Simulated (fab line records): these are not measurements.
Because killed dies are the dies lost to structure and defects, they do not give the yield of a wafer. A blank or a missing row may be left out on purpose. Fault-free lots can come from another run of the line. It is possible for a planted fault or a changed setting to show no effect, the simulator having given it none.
fab line records -- flow nand_harc
record lots=12, wafers=36, last_day=24
route steps=1159 shown P_BONDPAD@368 A_M0@1008 A_M1@1042 THIN_TSV@1128 END@1159
lots that met no fault: from a run of the same line without faults
start_h: hours from the record's first day to the start of the lot's first wafer shown -- wait_h: hours from the lot's prior step to this one -- " the same as in the row above -- L1.1+2: a single row standing in for several wafers -- - value missing, or start not given -- * or withheld: withheld -- < > ~ a bound
route shown NAME@n: NAME is a module with steps in the file, n the number in the route of the first one -- usual: the fault-free wafers' mean and standard deviation -- same: alike in all rows -- chamber/n: place in a boat -- sites: per-site readings -- _std_site: how widely they spread, as a standard deviation -- _edge_site: outer sites' mean less inner sites' -- radius_mm: how far each site lies from the wafer's centre -- mask NAME#n: copy n -- behind: tool/chamber where the wafer was last shaped -- hold: the reason the lot was held/the length of the hold in hours/how it ended -- device: transistor that didn't switch, given as n, p or np -- end of line: tests of these same wafers at the route's end -- for a step that has no rows: nothing shown but its recipe -- killed: not the wafer's yield, but the dies lost to structure and defects at the first sort -- map: the dies of a wafer, with x for killed, . for not killed, _ for no die there
set.NAME: the setting that was run; set.NAME@STEP: the one run at that earlier step -- model.NAME: the simulator's own value behind a step, which no gauge read
one table for each step of the route and one row for each wafer, over a sample of lots
services: when a tool's chamber went out of use (start_h, in hours from the record's first day, below 0 if earlier), for how many hours, and the reason
## steps
# step NHARC_P_BONDPAD_ETCH_37
# recipe target_depth_a=600, overetch_a=180, time_s=65.91, ion_energy_ev=200, n2_flow_sccm=150, h2_flow_sccm=150, ar_flow_sccm=0, rf_w=400, bias_w=150, chemistry=N2/H2
# usual drypump_motor_current_A=5.8/0.31, oes_product_au=0.998/0.019, rf_vpp_V=432.5/2.4, showerhead_plenum_p_Torr=2.11/0.085, throttle_valve_pct=14.171/0.0091
lot.wafer,tool,chamber,start_h,wait_h,drypump_motor_current_A,oes_product_au,rf_hours_counter_h,rf_vpp_V,showerhead_plenum_p_Torr,throttle_valve_pct
L453.2,rie_diel-04,2,139.17,0.1,5.5,0.989,4,429.0,2.02,14.178
L453.1,rie_diel-04,3,139.17,0.1,5.2,0.999,5,429.5,1.97,14.174
L453.4,rie_diel-04,0,139.17,0.1,6.0,0.995,5,429.8,2.00,14.173
L455.3,rie_diel-05,2,151.98,0.1,5.7,0.991,57,433.3,2.17,14.184
L455.5,rie_diel-05,3,151.98,0.1,5.4,1.009,-,427.0,1.88,14.187
L455.6,rie_diel-05,0,151.98,0.1,5.6,1.018,-,428.2,1.95,14.167
L456.2,rie_diel-13,0,152.96,0.1,6.0,0.990,3,434.0,2.15,14.175
L456.3,rie_diel-13,3,152.96,0.1,6.4,0.996,3,434.1,2.18,14.185
L456.6,rie_diel-13,1,152.96,0.1,5.7,1.035,-,433.2,2.14,14.171
L457.2,rie_diel-13,1,167.33,0.1,5.6,1.022,5,433.0,2.14,14.182
L457.1,rie_diel-13,3,167.33,0.1,6.3,0.991,5,435.2,2.18,14.162
L457.6,rie_diel-13,0,167.33,0.1,6.1,0.998,-,434.3,2.15,14.180
L458.2,rie_diel-13,2,171.36,0.1,5.6,0.982,4,433.4,2.17,14.171
L458.3,rie_diel-13,3,171.36,0.1,6.4,0.982,5,433.7,2.18,14.169
L458.5,rie_diel-13,1,171.36,0.1,5.7,1.030,-,434.0,2.14,14.177
L459.4,rie_diel-04,0,173.56,0.2,6.0,0.999,18,427.6,1.99,14.172
L459.3,rie_diel-04,1,173.56,0.2,5.8,0.995,19,434.4,2.21,14.168
L459.6,rie_diel-04,2,173.56,0.2,5.5,0.985,-,429.9,2.02,14.162
L460.2,rie_diel-13,2,186.23,0.1,5.6,0.980,5,433.3,2.16,14.154
L460.6,rie_diel-13,0,186.23,0.1,6.1,0.988,-,434.0,2.15,14.160
L460.5,rie_diel-13,1,186.23,0.1,5.6,1.033,-,433.6,2.14,14.179
L461.4,rie_diel-13,0,187.46,0.1,6.0,0.991,7,433.8,2.15,14.182
L461.1,rie_diel-13,2,187.46,0.1,5.6,0.989,5,434.7,2.16,14.171
L461.5,rie_diel-13,1,187.46,0.1,5.7,1.032,-,432.8,2.14,14.157
L465.1,rie_diel-04,3,208.17,0.1,5.2,0.985,32,427.6,1.96,14.172
L465.4,rie_diel-04,0,208.17,0.1,6.0,0.985,30,429.2,1.99,14.160
L465.5,rie_diel-04,1,208.17,0.1,5.8,0.998,-,436.4,2.21,14.178
L472.2,rie_diel-13,1,256.91,0.1,5.7,1.024,13,433.8,2.13,14.176
L472.3,rie_diel-13,3,256.91,0.1,6.3,0.983,13,435.1,2.18,14.164
L472.6,rie_diel-13,1,256.91,0.1,5.7,1.034,-,432.8,2.13,14.159
L474.2,rie_diel-13,1,266.61,0.1,5.6,1.035,14,434.5,2.13,14.179
L474.3,rie_diel-13,3,266.61,0.1,6.3,0.993,14,433.4,2.18,14.170
L474.5,rie_diel-13,1,266.61,0.1,5.7,1.028,-,432.5,2.13,14.176
L473.4,rie_diel-13,2,268.53,0.1,5.6,0.974,12,434.2,2.16,14.169
L473.3,rie_diel-13,3,268.53,0.1,6.4,0.995,14,434.5,2.18,14.169
L473.6,rie_diel-13,2,268.53,0.1,5.6,0.971,-,434.6,2.16,14.163
# step NHARC_A_M0_ETCH_34
# recipe target_depth_a=400, overetch_a=120, time_s=43.94, ion_energy_ev=200, n2_flow_sccm=150, h2_flow_sccm=150, ar_flow_sccm=0, rf_w=400, bias_w=150, chemistry=N2/H2
# usual drypump_motor_current_A=5.5/0.37, oes_product_au=1.000/0.014, rf_vpp_V=431.5/2.4, showerhead_plenum_p_Torr=2.08/0.08, throttle_valve_pct=14.171/0.0097
lot.wafer,tool,chamber,start_h,wait_h,drypump_motor_current_A,oes_product_au,rf_hours_counter_h,rf_vpp_V,showerhead_plenum_p_Torr,throttle_valve_pct
L453.4,rie_diel-03,3,405.98,0.1,5.8,0.987,0,431.5,2.11,14.165
L453.2,rie_diel-03,1,405.98,0.1,5.6,1.001,0,434.4,2.18,14.173
L453.1,rie_diel-03,2,405.98,0.1,5.8,0.999,0,432.6,2.08,14.180
L456.2,rie_diel-01,3,410.77,0.1,5.9,1.006,7,431.3,2.13,14.172
L456.3,rie_diel-01,1,410.77,0.1,6.2,1.006,8,430.5,2.05,14.174
L456.6,rie_diel-01,2,410.77,0.1,5.2,1.004,-,434.7,2.20,14.168
L455.3,rie_diel-03,3,415.18,0.1,5.8,0.996,1,432.4,2.11,14.196
L455.6,rie_diel-03,3,415.18,0.1,5.7,0.993,-,433.4,2.11,14.164
L455.5,rie_diel-03,0,415.18,0.1,5.5,0.991,-,431.7,2.12,14.174
L457.2,rie_diel-03,0,429.45,0.1,5.4,0.996,2,431.9,2.12,14.171
L457.1,rie_diel-03,3,429.45,0.1,5.8,1.000,2,432.4,2.10,14.178
L457.6,rie_diel-03,1,429.45,0.1,5.6,0.998,-,433.2,2.18,14.176
L459.4,rie_diel-08,3,430.31,0.1,5.1,0.996,10,427.3,1.91,14.163
L459.3,rie_diel-08,0,430.31,0.1,5.9,1.009,8,431.0,2.06,14.159
L459.6,rie_diel-08,2,430.31,0.1,4.8,1.004,-,432.4,2.12,14.164
L458.2,rie_diel-03,2,443.14,0.1,5.9,0.993,2,431.0,2.08,14.180
L458.3,rie_diel-03,0,443.14,0.1,5.4,1.002,2,432.1,2.12,14.176
L458.5,rie_diel-03,2,443.14,0.1,5.8,0.991,-,432.6,2.08,14.168
L460.2,rie_diel-08,1,450.08,0.1,5.4,0.990,8,433.0,2.10,14.170
L460.6,rie_diel-08,2,450.08,0.1,4.8,1.005,-,433.0,2.12,14.152
L460.5,rie_diel-08,3,450.08,0.1,5.1,0.993,-,427.6,1.91,14.153
L461.4,rie_diel-03,2,450.96,0.1,5.9,0.990,2,431.0,2.08,14.171
L461.1,rie_diel-03,3,450.96,0.1,5.8,0.993,3,432.2,2.10,14.159
L461.5,rie_diel-03,1,450.96,0.1,5.6,1.004,-,435.4,2.18,14.180
L465.4,rie_diel-03,0,466.16,0.1,5.5,1.010,4,432.7,2.12,14.167
L465.1,rie_diel-03,2,466.16,0.1,5.9,0.993,4,431.0,2.08,14.196
L465.5,rie_diel-03,3,466.16,0.1,5.8,1.000,-,431.8,2.10,14.168
L472.3,rie_diel-08,3,525.22,0.1,5.1,0.983,3,427.6,1.91,14.162
L472.2,rie_diel-08,2,525.22,0.1,4.9,1.027,3,432.8,2.12,14.163
L472.6,rie_diel-08,0,525.22,0.1,5.8,1.010,-,430.6,2.06,14.157
L474.2,rie_diel-08,1,533.63,0.1,5.4,0.982,4,433.1,2.10,14.173
L474.3,rie_diel-08,0,533.63,0.1,5.8,1.017,3,430.9,2.06,14.180
L474.5,rie_diel-08,1,533.63,0.1,5.4,0.987,-,432.6,2.10,14.173
L473.4,rie_diel-03,2,535.85,0.1,5.9,1.000,9,430.7,2.07,14.176
L473.3,rie_diel-03,3,535.85,0.1,5.8,0.974,9,432.2,2.10,14.161
L473.6,rie_diel-03,0,535.85,0.1,5.5,0.990,-,432.5,2.12,14.169
# step NHARC_A_M1_CD_MEAS_16
# usual cd_nm=120.4/1
lot.wafer,tool,chamber,start_h,wait_h,cd_nm
L453.1,cd_sem-03,-,410.33,-,120.1
L453.2,cd_sem-03,-,410.33,-,120.5
L453.4,cd_sem-03,-,410.33,-,121.8
L456.2,cd_sem-03,-,415.55,-,120.8
L456.3,cd_sem-03,-,415.55,-,119.7
L456.6,cd_sem-03,-,415.55,-,121.5
L455.3,cd_sem-02,-,419.48,-,118.6
L455.5,cd_sem-02,-,419.48,-,118.0
L455.6,cd_sem-02,-,419.48,-,120.7
L457.1,cd_sem-02,-,433.78,-,122.6
L457.2,cd_sem-02,-,433.78,-,120.9
L457.6,cd_sem-02,-,433.78,-,120.7
L459.3,cd_sem-03,-,435.11,-,119.6
L459.4,cd_sem-03,-,435.11,-,120.1
L459.6,cd_sem-03,-,435.11,-,119.6
L458.2,cd_sem-02,-,447.42,-,120.7
L458.3,cd_sem-02,-,447.42,-,119.2
L458.5,cd_sem-02,-,447.42,-,119.6
L460.2,cd_sem-01,-,454.27,-,121.7
L460.5,cd_sem-01,-,454.27,-,122.2
L460.6,cd_sem-01,-,454.27,-,120.4
L461.1,cd_sem-01,-,455.09,-,118.9
L461.4,cd_sem-01,-,455.09,-,118.2
L461.5,cd_sem-01,-,455.09,-,120.1
L465.1,cd_sem-03,-,470.44,-,120.1
L465.4,cd_sem-03,-,470.44,-,118.3
L465.5,cd_sem-03,-,470.44,-,119.7
L472.2,cd_sem-02,-,529.56,-,122.5
L472.3,cd_sem-02,-,529.56,-,121.1
L472.6,cd_sem-02,-,529.56,-,120.5
L474.2,cd_sem-03,-,537.90,-,120.2
L474.3,cd_sem-03,-,537.90,-,119.4
L474.5,cd_sem-03,-,537.90,-,120.8
L473.3,cd_sem-01,-,540.71,-,119.7
L473.4,cd_sem-01,-,540.71,-,123.5
L473.6,cd_sem-01,-,540.71,-,120.9
# step NHARC_THIN_TSV_PRE_CLEAN_50
# recipe time_s=30, temp_c=280, gas=H2/He
# usual heater_power_w=396/31
lot.wafer,tool,chamber,start_h,wait_h,heater_power_w
L453.2,pvd_sputter-03,-,-,-,415
L453.1,pvd_sputter-03,-,-,-,388
L453.4,pvd_sputter-03,-,-,-,432
L456.2,pvd_sputter-01,-,-,-,428
L456.3,pvd_sputter-01,-,-,-,333
L456.6,pvd_sputter-01,-,-,-,342
L455.3,pvd_sputter-03,-,-,-,438
L455.5,pvd_sputter-03,-,-,-,436
L455.6,pvd_sputter-03,-,-,-,416
L457.1,pvd_sputter-03,-,-,-,419
L457.2,pvd_sputter-03,-,-,-,434
L457.6,pvd_sputter-03,-,-,-,366
L459.3,pvd_sputter-01,-,-,-,421
L459.4,pvd_sputter-01,-,-,-,341
L459.6,pvd_sputter-01,-,-,-,415
L458.2,pvd_sputter-01,-,-,-,445
L458.3,pvd_sputter-01,-,-,-,409
L458.5,pvd_sputter-01,-,-,-,449
L461.1,pvd_sputter-02,-,-,-,356
L461.4,pvd_sputter-02,-,-,-,410
L461.5,pvd_sputter-02,-,-,-,363
L460.2,pvd_sputter-01,-,-,-,425
L460.6,pvd_sputter-01,-,-,-,438
L460.5,pvd_sputter-01,-,-,-,409
L465.1,pvd_sputter-01,-,-,-,345
L465.4,pvd_sputter-01,-,-,-,435
L465.5,pvd_sputter-01,-,-,-,450
L472.3,pvd_sputter-02,-,-,-,419
L472.2,pvd_sputter-02,-,-,-,355
L472.6,pvd_sputter-02,-,-,-,368
L473.3,pvd_sputter-02,-,-,-,357
L473.4,pvd_sputter-02,-,-,-,383
L473.6,pvd_sputter-02,-,-,-,362
L474.2,pvd_sputter-01,-,-,-,414
L474.3,pvd_sputter-01,-,-,-,364
L474.5,pvd_sputter-01,-,-,-,401
# step NHARC_END_SORT_01
# recipe temp_c=25
# usual defect_limited_yield=96.0/1.3, killed_at_array=24/8.4, killed_at_other=0.7/1.1, killed_at_periphery=2.9/1.7, killed_dies=27/8.6, killed_open=3.3/1.8, killed_short=1.8/1.4, sort_bin_2_pct=1.3/0.56, sort_bin_3_pct=0.19/0.18, sort_bin_4_pct=2.6/0.84, sort_n_pass=650/8.6, sort_rim_yield_pct=96.1/2.3, sort_yield_pct=96.0/1.3
# same gross_dies=677, sort_bin_5_pct[%]=0, sort_bin_6_pct[%]=0, sort_bin_7_pct[%]=0, sort_bin_8_pct[%]=0, sort_rim_n_gross=106.00
lot.wafer,tool,chamber,start_h,wait_h,defect_limited_yield[%],killed_at_array,killed_at_other,killed_at_periphery,killed_dies,killed_open,killed_short,sort_bin_2_pct[%],sort_bin_3_pct[%],sort_bin_4_pct[%],sort_n_pass,sort_rim_yield_pct[%],sort_yield_pct[%]
L461.1,prober-02,0,489.62,2.5,94.1,36,1,3,40,3,1,1.8,0,4.1,637,97.2,94.1
L461.4,prober-02,0,492.03,3.4,95.9,26,0,2,28,5,4,1.5,0.15,2.5,649,93.4,95.9
L461.5,prober-02,0,492.84,3.7,80.6,28,0,103,131,7,5,8.4,5.17,5.8,546,96.2,80.6
L460.2,prober-01,0,489.64,2.8,95.9,27,0,1,28,4,4,1.2,0.15,2.8,649,98.1,95.9
L460.5,prober-01,0,492.06,3.7,81.1,24,0,104,128,1,2,8.7,4.14,6.1,549,94.3,81.1
L460.6,prober-01,0,492.86,4.0,94.7,34,0,2,36,6,0,1.9,0.15,3.2,641,98.1,94.7
# killed by level:class
L461.1 A_SLIT:chamber_film_flake=14 A_STAIRCASE:chamber_film_flake=9 A_CONTACT:chamber_film_flake=6 A_CONTACT:geometric_particle:open=2 P_ZERO_WELL:chamber_film_flake=2 A_WL_FILL:chamber_film_flake=2 P_GATE:geometric_particle:short=1 A_BLC:geometric_particle:open=1
L460.2 A_CHANNEL_HOLE_D1:chamber_film_flake=12 A_CONTACT:chamber_film_flake=5 A_CONTACT:geometric_particle:short=2 A_CONTACT:geometric_particle:open=2 A_STAIRCASE:chamber_film_flake=2 P_CONTACT:geometric_particle:open=1 A_CHANNEL_FILL_D1:geometric_particle:short=1 A_WL_FILL:geometric_particle:short=1
L461.4 A_SLIT:chamber_film_flake=7 A_CHANNEL_HOLE_D1:chamber_film_flake=5 A_STAIRCASE:chamber_film_flake=3 A_CHANNEL_HOLE_D1:geometric_particle:open=2 A_ZERO_WELL:chamber_film_flake=2 P_M0:geometric_particle:open=1 A_CHANNEL_HOLE_D1:geometric_particle:short=1 A_CHANNEL_FILL_D1:geometric_particle:open=1
L460.5 P_BONDPAD:unspecified=99 A_CHANNEL_HOLE_D1:chamber_film_flake=17 A_CONTACT:chamber_film_flake=4 P_M0:geometric_particle:short=2 P_GATE:chamber_film_flake=2 A_STAIRCASE:chamber_film_flake=2 P_CONTACT:geometric_particle:open=1 A_WL_FILL:chamber_film_flake=1
L461.5 P_BONDPAD:unspecified=97 A_SLIT:chamber_film_flake=14 P_M0:geometric_particle:open=3 A_CHANNEL_HOLE_D1:chamber_film_flake=3 A_STAIRCASE:chamber_film_flake=3 P_M0:geometric_particle:short=2 P_GATE:geometric_particle:open=1 A_ONON_D1:geometric_particle:short=1
L460.6 A_CHANNEL_HOLE_D1:chamber_film_flake=21 A_CONTACT:geometric_particle:open=4 A_M0:geometric_particle:open=2 A_STAIRCASE:chamber_film_flake=2 A_WL_FILL:chamber_film_flake=2 A_CONTACT:chamber_film_flake=2 P_STI:chamber_film_flake=1 P_GATE:chamber_film_flake=1
## services
tool,chamber,start_h,hours,kind
rie_diel-03,0,132.94,2.5,repair
rie_diel-13,3,146.36,1.2,repair
pvd_sputter-01,-,158.00,10.0,pm
rie_diel-13,2,160.93,7.9,repair
rie_diel-03,-,215.30,9.0,pm
rie_diel-03,-,234.95,1.7,repair
rie_diel-03,1,258.24,4.5,repair
rie_diel-03,0,274.18,7.9,repair
rie_diel-13,-,276.00,9.0,pm
rie_diel-13,3,287.12,8.5,repair
rie_diel-03,2,312.41,6.7,repair
rie_diel-13,-,328.55,2.4,repair
rie_diel-03,3,331.94,9.1,repair
pvd_sputter-01,-,336.02,10.0,pm
pvd_sputter-01,-,380.71,3.7,repair
rie_diel-03,3,385.29,3.2,repair
rie_diel-03,3,391.38,6.3,repair
rie_diel-03,-,392.30,9.0,pm
rie_diel-03,-,409.96,2.4,repair
rie_diel-13,-,453.00,9.0,pm
rie_diel-03,-,467.09,0.6,repair
rie_diel-13,-,475.60,0.5,repair
pvd_sputter-01,-,514.06,10.0,pm
rie_diel-13,2,520.62,9.9,repair
## key
first_sign step=NHARC_END_SORT_01, reading=killed_at_periphery, direction=up, sigmas=59, usual=2.9, struck=103.5
effect step=NHARC_END_SORT_01, reading=killed_dies, direction=up, sigmas=12, usual=27, struck=130
more_kills_born_at NHARC_P_BONDPAD_ETCH_37@rie_diel-13=196
met_at NHARC_P_BONDPAD_ETCH_37
struck_lots L460,L461
struck_wafers L460.5,L461.5
not_acting_at NHARC_A_M0_ETCH_34,NHARC_A_M1_CD_MEAS_16,NHARC_THIN_TSV_PRE_CLEAN_50
onset_between 171.36 186.23
fault kind=chamber_particle_source, tool=rie_diel-13, chamber=1, onset_h=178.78, steps=NHARC_P_BONDPAD_ETCH_37, rate_per_visit_cm2=1.5849, end_h=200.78
